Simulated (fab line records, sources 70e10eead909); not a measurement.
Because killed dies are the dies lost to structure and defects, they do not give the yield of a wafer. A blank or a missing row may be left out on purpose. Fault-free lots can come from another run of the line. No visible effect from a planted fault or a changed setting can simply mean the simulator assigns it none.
fab line records -- flow nand_harc
[record] lots = 14, wafers = 40, last_day = 33
route steps=1302 shown P_M1@299 END@1302
lots that met no fault: taken from a fault-free run of the same line
start_h: hours from the record's first day to the start of the lot's first wafer shown -- wait_h: hours since the lot's step before -- " the same as in the row above -- L1.1+2: one row covering several wafers at once -- - no value present, or no start provided -- * or withheld: withheld -- < > ~ a bound
route shown NAME@n: NAME is a module with steps in the file, n the number in the route of the first one -- usual: mean/standard deviation taken from wafers without a fault -- same: alike in all rows -- chamber/n: place in a boat -- sites: readings site by site -- _std_site: standard deviation across them -- _edge_site: mean of outer sites minus mean of inner sites -- radius_mm: for every site, how far away it sits from the centre of the wafer -- mask NAME#n: copy n -- behind: tool/chamber where the wafer was last shaped -- hold: why the lot went on hold/how many hours it stayed there/how the hold came to an end -- device: the transistor (n, p or np) that didn't switch -- end of line: the tests these same wafers got at the end of their route -- a step with no rows: only its recipe -- killed: not the wafer's yield, but the dies lost to structure and defects at the first sort -- map: per-die view of a wafer (x killed, . not killed, _ where there is no die)
set.NAME: the setting as run; set.NAME@STEP: as run at that earlier step -- model.NAME: the simulator's own value behind a step, which no gauge read
one table for each step of the route and one row for each wafer, over a sample of lots
services: when a tool's chamber went out of use (start_h, in hours from the record's first day, below 0 if earlier), for how many hours, and the reason
[[steps]]
[step NHARC_P_M1_ETCH_35]
[recipe] target_depth_a = 400, overetch_a = 120, time_s = 43.94, ion_energy_ev = 200, n2_flow_sccm = 150, h2_flow_sccm = 150, ar_flow_sccm = 0, rf_w = 400, bias_w = 150, chemistry = N2/H2
[usual] drypump_motor_current_A = 5.6/0.38, oes_product_au = 1.000/0.014, rf_vpp_V = 429.4/2, run_length_s = 65.2/0.37, showerhead_plenum_p_Torr = 2.00/0.071, throttle_valve_pct = 14.171/0.0091
lot.wafer,tool,chamber,start_h,wait_h,drypump_motor_current_A,oes_product_au,rf_hours_counter_h,rf_vpp_V,run_length_s,showerhead_plenum_p_Torr,throttle_valve_pct
L182.2,rie_diel-08,2,122.13,0.1,5.7,0.980,7,429.8,64.9,2.06,14.168
L182.3,rie_diel-08,0,122.13,0.1,5.4,1.015,6,428.2,65.3,1.98,14.171
L182.6,rie_diel-08,2,122.13,0.1,5.7,0.994,-,430.3,64.8,2.06,14.159
L184.4,rie_diel-08,0,143.13,0.1,5.3,1.021,7,429.7,65.3,1.98,14.175
L184.1,rie_diel-08,1,143.13,0.1,5.4,0.978,6,428.2,65.3,1.92,14.159
L184.3,rie_diel-08,2,143.13,0.1,5.7,0.997,8,430.1,64.9,2.06,14.174
L186.3,rie_diel-08,1,166.08,0.1,5.4,0.991,7,427.2,65.3,1.92,14.174
L186.2,rie_diel-08,2,166.08,0.1,5.8,1.000,8,430.9,64.8,2.06,14.172
L186.6,rie_diel-08,0,166.08,0.1,5.3,1.019,-,427.0,65.4,1.98,14.168
L191.1,rie_diel-12,1,223.61,0.2,5.4,1.017,37,427.8,65.8,1.89,14.167
L191.4,rie_diel-12,2,223.61,0.2,5.1,1.009,42,431.1,65.2,2.08,14.155
L191.6,rie_diel-12,1,223.61,0.2,5.4,1.017,-,428.1,65.7,1.89,14.183
L192.1,rie_diel-08,0,232.53,0.1,5.3,1.020,3,428.2,64.9,1.98,14.173
L192.2,rie_diel-08,3,232.53,0.1,6.2,1.007,3,429.7,65.3,1.98,14.154
L192.6,rie_diel-08,1,232.53,0.1,5.4,0.979,-,428.0,64.8,1.92,14.167
L193.1,rie_diel-02,2,241.11,0.1,5.9,0.984,1,428.0,65.1,1.95,14.184
L193.2,rie_diel-02,3,241.11,0.1,5.4,0.996,1,432.2,64.9,2.08,14.171
L193.6,rie_diel-02,0,241.11,0.1,5.1,1.000,-,427.7,65.8,1.90,14.181
L194.2,rie_diel-08,3,247.69,0.1,6.2,0.994,3,430.6,65.4,1.98,14.163
L194.3,rie_diel-08,0,247.69,0.1,5.4,1.007,4,429.0,65.0,1.98,14.172
L194.5,rie_diel-08,2,247.69,0.1,5.7,1.003,-,431.2,64.9,2.06,14.186
L196.1,rie_diel-02,3,275.63,0.1,5.4,0.985,4,431.8,65.2,2.08,14.175
L196.3,rie_diel-02,0,275.63,0.1,5.1,1.006,5,426.9,65.3,1.90,14.147
L196.4,rie_diel-02,2,275.63,0.1,5.9,0.975,4,427.4,65.4,1.95,14.172
L195.3,rie_diel-08,0,276.17,0.1,5.4,1.004,4,428.4,64.9,1.98,14.182
L195.5,rie_diel-08,3,276.17,0.1,6.1,0.996,-,429.8,55.0,1.98,14.185
L197.4,rie_diel-08,3,277.60,0.1,6.2,0.995,4,429.7,65.1,1.98,14.164
L197.5,rie_diel-08,1,277.60,0.1,5.4,0.995,-,426.8,53.9,1.92,14.172
L197.6,rie_diel-08,2,277.60,0.1,5.7,1.004,-,430.6,53.8,2.05,14.164
L198.1,rie_diel-08,0,286.32,0.1,5.3,0.995,5,429.2,65.4,1.98,14.169
L198.6,rie_diel-08,1,286.32,0.1,5.4,0.985,-,427.6,53.9,1.92,14.192
L201.2,rie_diel-02,1,321.64,0.1,5.5,1.010,8,433.4,65.9,2.12,14.173
L201.4,rie_diel-02,0,321.64,0.1,5.1,1.012,9,427.3,65.7,1.90,14.167
L201.5,rie_diel-02,2,321.64,0.1,6.0,0.977,-,427.5,65.5,1.95,14.174
L204.4,rie_diel-02,0,351.45,0.1,5.1,1.024,11,425.5,65.6,1.90,14.177
L204.5,rie_diel-02,3,351.45,0.1,5.4,1.001,-,433.3,65.0,2.08,14.165
L204.6,rie_diel-02,0,351.45,0.1,5.1,1.026,-,425.9,65.5,1.90,14.159
L205.3,rie_diel-12,2,359.92,0.1,5.1,0.993,26,430.1,65.2,2.07,14.158
L205.4,rie_diel-12,3,359.92,0.1,6.1,1.000,24,431.4,65.5,2.08,14.175
L205.5,rie_diel-12,3,359.92,0.1,6.1,0.991,-,431.7,64.9,2.08,14.173
[step NHARC_P_M1_ETCH_15]
[recipe] target_depth_a = 1825, time_s = 91.2, c4f8_flow_sccm = withheld, ar_flow_sccm = 400, rf_w = 600, bias_w = 300, chemistry = C4F8/Ar
[usual] oes_product_au = 0.952/0.024, rf_vpp_V = 439.4/2.1, run_length_s = 112.5/0.41
lot.wafer,tool,chamber,start_h,wait_h,oes_product_au,rf_hours_counter_h,rf_vpp_V,run_length_s
L182.2,rie_diel-08,1,-,-,0.912,6,437.4,112.3
L182.3,rie_diel-08,2,-,-,0.910,7,443.0,112.0
L182.6,rie_diel-08,0,-,-,0.932,-,439.5,112.3
L184.3,rie_diel-08,1,-,-,0.909,6,437.8,112.2
L184.1,rie_diel-08,2,-,-,0.921,8,440.9,112.5
L184.4,rie_diel-08,3,-,-,0.915,8,438.4,112.7
L186.3,rie_diel-08,1,-,-,0.907,7,436.6,112.1
L186.2,rie_diel-08,2,-,-,0.925,8,441.6,112.8
L186.6,rie_diel-08,1,-,-,0.912,-,439.0,112.0
L191.1,rie_diel-12,2,-,-,0.923,42,441.7,112.2
L191.4,rie_diel-12,0,-,-,0.914,36,439.0,111.9
L191.6,rie_diel-12,2,-,-,0.924,-,440.5,112.4
L192.1,rie_diel-08,2,-,-,0.976,2,440.8,112.1
L192.2,rie_diel-08,3,-,-,0.965,3,438.9,112.4
L192.6,rie_diel-08,3,-,-,0.955,-,438.9,112.4
L193.2,rie_diel-02,0,-,-,0.979,1,437.6,113.1
L193.1,rie_diel-02,1,-,-,0.998,1,445.0,112.9
L193.6,rie_diel-02,3,-,-,0.940,-,442.6,112.3
L194.3,rie_diel-08,0,-,-,0.980,4,439.1,112.7
L194.2,rie_diel-08,1,-,-,0.956,3,438.6,112.3
L194.5,rie_diel-08,0,-,-,0.989,-,439.4,112.1
L196.3,rie_diel-02,1,-,-,0.952,5,443.4,112.9
L196.1,rie_diel-02,2,-,-,0.893,4,437.7,112.7
L196.4,rie_diel-02,3,-,-,0.911,4,440.6,112.1
L195.3,rie_diel-08,3,-,-,0.923,4,439.9,113.1
L195.5,rie_diel-08,0,-,-,0.941,-,439.1,112.5
L197.4,rie_diel-08,3,-,-,0.972,4,441.5,113.2
L197.6,rie_diel-08,0,-,-,0.981,-,439.9,112.1
L197.5,rie_diel-08,1,-,-,0.951,-,437.0,112.0
L198.1,rie_diel-08,3,-,-,0.972,5,439.6,112.5
L198.6,rie_diel-08,2,-,-,0.982,-,441.5,112.1
L201.4,rie_diel-02,1,-,-,1.007,8,442.7,112.9
L201.2,rie_diel-02,2,-,-,0.956,8,437.9,112.6
L201.5,rie_diel-02,1,-,-,1.001,-,442.4,113.3
L204.4,rie_diel-02,0,-,-,0.952,11,437.0,112.6
L204.6,rie_diel-02,0,-,-,0.957,-,436.0,112.5
L204.5,rie_diel-02,1,-,-,0.955,-,443.5,113.3
L205.3,rie_diel-12,1,-,-,0.980,26,435.5,112.7
L205.4,rie_diel-12,2,-,-,0.954,26,441.2,112.2
L205.5,rie_diel-12,1,-,-,0.980,-,434.5,112.7
[step NHARC_P_M1_DEGAS_29]
[recipe] temp_c = 250, time_s = 60
[usual] heater_power_w = 316/20
lot.wafer,tool,chamber,start_h,wait_h,heater_power_w
L182.2,pvd_sputter-03,-,123.13,-,331
L182.3,pvd_sputter-03,-,123.13,-,312
L182.6,pvd_sputter-03,-,123.13,-,314
L184.3,pvd_sputter-03,-,144.12,-,299
L184.1,pvd_sputter-03,-,144.12,-,330
L184.4,pvd_sputter-03,-,144.12,-,309
L186.3,pvd_sputter-01,-,167.01,-,299
L186.2,pvd_sputter-01,-,167.01,-,318
L186.6,pvd_sputter-01,-,167.01,-,307
L191.1,pvd_sputter-01,-,224.57,-,334
L191.4,pvd_sputter-01,-,224.57,-,298
L191.6,pvd_sputter-01,-,224.57,-,303
L192.1,pvd_sputter-02,-,233.47,-,357
L192.2,pvd_sputter-02,-,233.47,-,332
L192.6,pvd_sputter-02,-,233.47,-,319
L193.2,pvd_sputter-03,-,242.10,-,334
L193.1,pvd_sputter-03,-,242.10,-,311
L193.6,pvd_sputter-03,-,242.10,-,336
L194.2,pvd_sputter-03,-,248.68,-,295
L194.3,pvd_sputter-03,-,248.68,-,295
L194.5,pvd_sputter-03,-,248.68,-,338
L196.4,pvd_sputter-03,-,276.57,-,311
L196.1,pvd_sputter-03,-,276.57,-,319
L196.3,pvd_sputter-03,-,276.57,-,296
L195.3,pvd_sputter-01,-,277.10,-,330
L195.5,pvd_sputter-01,-,277.10,-,279
L197.4,pvd_sputter-01,-,278.54,-,335
L197.6,pvd_sputter-01,-,278.54,-,302
L197.5,pvd_sputter-01,-,278.54,-,313
L198.1,pvd_sputter-03,-,287.25,-,302
L198.6,pvd_sputter-03,-,287.25,-,306
L201.2,pvd_sputter-01,-,323.05,-,316
L201.4,pvd_sputter-01,-,323.05,-,328
L201.5,pvd_sputter-01,-,323.05,-,326
L204.4,pvd_sputter-02,-,352.38,-,319
L204.5,pvd_sputter-02,-,352.38,-,361
L204.6,pvd_sputter-02,-,352.38,-,327
L205.3,pvd_sputter-01,-,360.86,-,281
L205.4,pvd_sputter-01,-,360.86,-,298
L205.5,pvd_sputter-01,-,360.86,-,332
[step NHARC_P_M1_ANNEAL_31]
[recipe] temp_c = 225, time_s = 90
[usual] anneal_temp_c_max = 226.3/0.3, wafer_temp_C_max = 225.9/0.31
lot.wafer,tool,chamber,start_h,wait_h,anneal_temp_c_max,wafer_temp_C_max
L182.2,rtp_anneal-02,0,123.90,-,226.8,226.2
L182.3,rtp_anneal-02,0,123.90,-,226.4,226.2
L182.6,rtp_anneal-02,0,123.90,-,227.0,226.7
L184.1,rtp_anneal-01,0,144.85,0.3,226.2,225.2
L184.3,rtp_anneal-01,0,144.85,0.3,226.3,225.6
L184.4,rtp_anneal-01,0,144.85,0.3,226.5,225.4
L186.2,rtp_anneal-02,0,167.79,0.4,226.6,226.2
L186.3,rtp_anneal-02,0,167.79,0.4,226.4,226.2
L186.6,rtp_anneal-02,0,167.79,0.4,226.5,226.4
L191.1,rtp_anneal-01,0,225.87,-,226.0,225.6
L191.4,rtp_anneal-01,0,225.87,-,225.9,225.6
L191.6,rtp_anneal-01,0,225.87,-,225.9,225.6
L192.1,rtp_anneal-01,0,234.34,-,226.4,225.5
L192.2,rtp_anneal-01,0,234.34,-,226.0,225.7
L192.6,rtp_anneal-01,0,234.34,-,226.0,225.7
L193.1,rtp_anneal-02,0,242.85,0.3,226.5,226.1
L193.2,rtp_anneal-02,0,242.85,0.3,226.5,225.9
L193.6,rtp_anneal-02,0,242.85,0.3,226.2,225.9
L194.2,rtp_anneal-01,0,249.47,0.3,226.3,225.8
L194.3,rtp_anneal-01,0,249.47,0.3,226.3,225.9
L194.5,rtp_anneal-01,0,249.47,0.3,226.1,225.9
L196.1,rtp_anneal-01,0,277.30,-,226.2,225.7
L196.3,rtp_anneal-01,0,277.30,-,226.2,225.8
L196.4,rtp_anneal-01,0,277.30,-,226.1,226.1
L195.3,rtp_anneal-02,0,277.93,0.3,226.1,226.2
L195.5,rtp_anneal-02,0,277.93,0.3,226.5,226.1
L197.4,rtp_anneal-02,0,279.41,0.3,226.4,226.1
L197.5,rtp_anneal-02,0,279.41,0.3,226.4,226.3
L197.6,rtp_anneal-02,0,279.41,0.3,226.6,226.4
L198.1,rtp_anneal-01,0,287.99,-,226.9,225.7
L198.6,rtp_anneal-01,0,287.99,-,225.8,225.5
L201.2,rtp_anneal-01,0,323.85,-,226.1,225.9
L201.4,rtp_anneal-01,0,323.85,-,225.9,225.8
L201.5,rtp_anneal-01,0,323.85,-,226.0,225.8
L204.4,rtp_anneal-02,0,353.27,0.3,226.4,226.3
L204.5,rtp_anneal-02,0,353.27,0.3,226.5,226.0
L204.6,rtp_anneal-02,0,353.27,0.3,226.3,225.5
L205.3,rtp_anneal-02,0,361.75,-,226.4,226.7
L205.4,rtp_anneal-02,0,361.75,-,226.8,226.1
L205.5,rtp_anneal-02,0,361.75,-,226.3,226.3
[step NHARC_END_SORT_01]
[recipe] temp_c = 25
[usual] defect_limited_yield = 91/3, killed_at_array = 59/21, killed_at_other = 0.8/1.1, killed_at_periphery = 4.1/2.8, killed_dies = 64/20, killed_open = 3.1/1.7, killed_short = 2.4/1.6
[same] gross_dies = 677
lot.wafer,tool,chamber,start_h,wait_h,defect_limited_yield[%],killed_at_array,killed_at_other,killed_at_periphery,killed_dies,killed_open,killed_short
L192.1,prober-02,0,666.71,2.5,94,33,2,5,40,3,1
L192.2,prober-02,0,667.49,2.8,92,47,3,4,54,3,0
L192.6,prober-02,0,670.63,3.9,94,42,1,1,44,1,4
L191.1,prober-02,0,680.99,2.5,88,75,1,6,82,3,5
L191.4,prober-02,0,683.35,3.3,90,56,1,10,67,0,3
L191.6,prober-02,0,684.92,3.9,92,47,0,8,55,3,2
L194.2,prober-02,0,704.79,2.8,89,69,0,5,74,1,2
L194.3,prober-02,0,705.59,3.1,89,69,0,3,72,2,1
L194.5,prober-02,0,707.17,3.7,88,77,0,5,82,2,1
L205.3,prober-01,0,794.40,3.1,88,75,0,3,78,5,1
L205.4,prober-01,0,795.21,3.4,90,68,0,0,68,3,1
L205.5,prober-01,0,796.01,3.7,90,65,1,3,69,2,2
// killed by level:class
L192.1 A_SLIT:chamber_film_flake=25 A_CHANNEL_HOLE_D1:chamber_film_flake=3 P_CONTACT:geometric_particle:open=2 A_CHANNEL_FILL_D2:chamber_film_flake=2 A_WL_FILL:chamber_film_flake=2 P_M1:geometric_particle:short=1 A_CHANNEL_HOLE_D2:geometric_particle:open=1 P_ZERO_WELL:chamber_film_flake=1
L192.2 A_SLIT:chamber_film_flake=31 A_CHANNEL_HOLE_D1:chamber_film_flake=4 P_M1:chamber_film_flake=3 A_WL_FILL:chamber_film_flake=3 A_CONTACT:chamber_film_flake=3 THIN_TSV:chamber_film_flake=2 A_SOURCE_PLATE:geometric_particle:open=1 A_WL_FILL:geometric_particle:open=1
L192.6 A_SLIT:chamber_film_flake=28 A_WL_FILL:chamber_film_flake=3 A_CONTACT:chamber_film_flake=2 P_STI:geometric_particle:short=1 A_CHANNEL_HOLE_D1:geometric_particle:short=1 A_ONON_D2:geometric_particle:short=1 A_CHANNEL_FILL_D2:geometric_particle:short=1 A_CONTACT:geometric_particle:open=1
L191.1 A_CHANNEL_HOLE_D1:chamber_film_flake=37 A_CHANNEL_HOLE_D2:chamber_film_flake=17 A_STAIRCASE:chamber_film_flake=7 P_CONTACT:chamber_film_flake=4 A_SLIT:chamber_film_flake=2 A_ONON_D1:geometric_particle:short=1 A_ONON_D1:geometric_particle:open=1 A_CHANNEL_FILL_D1:geometric_particle:short=1
L191.4 A_CHANNEL_HOLE_D1:chamber_film_flake=36 A_CHANNEL_HOLE_D2:chamber_film_flake=11 P_CONTACT:chamber_film_flake=7 A_STAIRCASE:chamber_film_flake=3 P_BONDPAD:chamber_film_flake=2 A_SOURCE_PLATE:geometric_particle:short=1 A_DECK1_JOINT:geometric_particle:short=1 A_CHANNEL_FILL_D2:geometric_particle:short=1
L191.6 A_CHANNEL_HOLE_D1:chamber_film_flake=26 A_CHANNEL_HOLE_D2:chamber_film_flake=10 P_CONTACT:chamber_film_flake=4 A_STAIRCASE:chamber_film_flake=3 A_CONTACT:chamber_film_flake=2 P_M0:geometric_particle:open=1 P_M0:geometric_particle:short=1 A_DECK1_JOINT:geometric_particle:short=1
L194.2 A_SLIT:chamber_film_flake=35 A_CHANNEL_HOLE_D1:chamber_film_flake=24 P_M2:chamber_film_flake=4 A_CONTACT:chamber_film_flake=4 A_STAIRCASE:chamber_film_flake=2 P_M0:geometric_particle:open=1 A_DECK1_JOINT:geometric_particle:short=1 A_ONON_D2:geometric_particle:short=1
L194.3 A_SLIT:chamber_film_flake=34 A_CHANNEL_HOLE_D1:chamber_film_flake=26 A_CONTACT:chamber_film_flake=3 P_M2:chamber_film_flake=2 A_SGD_CUT:geometric_particle:short=1 A_BLC:geometric_particle:open=1 A_M0:geometric_particle:open=1 P_ZERO_WELL:chamber_film_flake=1
L194.5 A_SLIT:chamber_film_flake=40 A_CHANNEL_HOLE_D1:chamber_film_flake=27 P_M2:chamber_film_flake=4 A_CONTACT:chamber_film_flake=4 A_ONON_D1:geometric_particle:short=1 A_CHANNEL_FILL_D1:geometric_particle:open=1 A_DECK1_JOINT:geometric_particle:open=1 P_GATE:chamber_film_flake=1
L205.3 A_CHANNEL_HOLE_D2:chamber_film_flake=24 A_CHANNEL_HOLE_D1:chamber_film_flake=21 A_CONTACT:chamber_film_flake=13 A_SLIT:chamber_film_flake=10 P_GATE:geometric_particle:open=2 P_CONTACT:geometric_particle:open=1 A_ONON_D2:geometric_particle:short=1 A_ONON_D2:geometric_particle:open=1
L205.4 A_CHANNEL_HOLE_D2:chamber_film_flake=30 A_CHANNEL_HOLE_D1:chamber_film_flake=11 A_CONTACT:chamber_film_flake=11 A_SLIT:chamber_film_flake=8 A_CHANNEL_FILL_D2:geometric_particle:open=2 A_WL_FILL:chamber_film_flake=2 A_DECK1_JOINT:geometric_particle:short=1 A_ONON_D2:geometric_particle:open=1
L205.5 A_CHANNEL_HOLE_D2:chamber_film_flake=20 A_CONTACT:chamber_film_flake=15 A_CHANNEL_HOLE_D1:chamber_film_flake=13 A_SLIT:chamber_film_flake=12 P_STI:geometric_particle:short=1 A_ONON_D1:geometric_particle:short=1 A_DECK1_JOINT:geometric_particle:open=1 A_M1:geometric_particle:open=1
[[services]]
tool,chamber,start_h,hours,kind
pvd_sputter-02,-,104.33,10.0,pm
rie_diel-08,0,120.99,-,clean
rie_diel-08,1,120.99,-,clean
rie_diel-08,2,120.99,-,clean
rie_diel-08,3,120.99,-,clean
rie_diel-02,-,137.15,0.5,repair
rie_diel-12,-,149.48,1.0,repair
rie_diel-08,-,154.42,0.9,repair
rie_diel-12,3,156.83,5.2,repair
pvd_sputter-03,-,170.00,10.0,pm
pvd_sputter-02,-,174.46,11.6,repair
rie_diel-02,2,180.62,1.3,repair
rie_diel-12,-,182.88,0.6,repair
rie_diel-08,-,191.01,9.0,pm
rie_diel-02,-,216.70,9.0,pm
pvd_sputter-01,-,229.59,10.0,pm
rie_diel-12,3,247.09,7.3,repair
pvd_sputter-02,-,247.19,1.3,repair
rie_diel-12,-,268.51,9.0,pm
pvd_sputter-02,-,282.33,10.0,pm
pvd_sputter-03,-,291.28,6.7,repair
rie_diel-08,2,291.58,10.8,repair
rie_diel-08,0,299.07,50.3,repair
pvd_sputter-03,-,348.00,10.0,pm
[[key]]
[first_sign] step = NHARC_P_M1_ETCH_35, reading = run_length_s, direction = down, sigmas = 30, usual = *, struck = *
effect none on later readings
met_at NHARC_P_M1_ETCH_35
struck_lots L195,L197,L198
struck_wafers L195.5,L197.5,L197.6,L198.6
sort_left_out L195.5,L198.6
not_acting_at NHARC_P_M1_ETCH_15,NHARC_P_M1_DEGAS_29,NHARC_P_M1_ANNEAL_31
onset_between 247.69 276.17
[fault] kind = process_parameter_drift, tool = rie_diel-08, chamber = -, onset_h = 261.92, steps = NHARC_P_M1_ETCH_35, channel = time_s, offset = *, shape = step, end_h = 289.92, scope = struck_wafers_only, acts_in = *, stated = *
// sort_left_out: the simulated sort isn't trusted on such a fault, so these wafers' sort isn't shown, and their yield isn't known
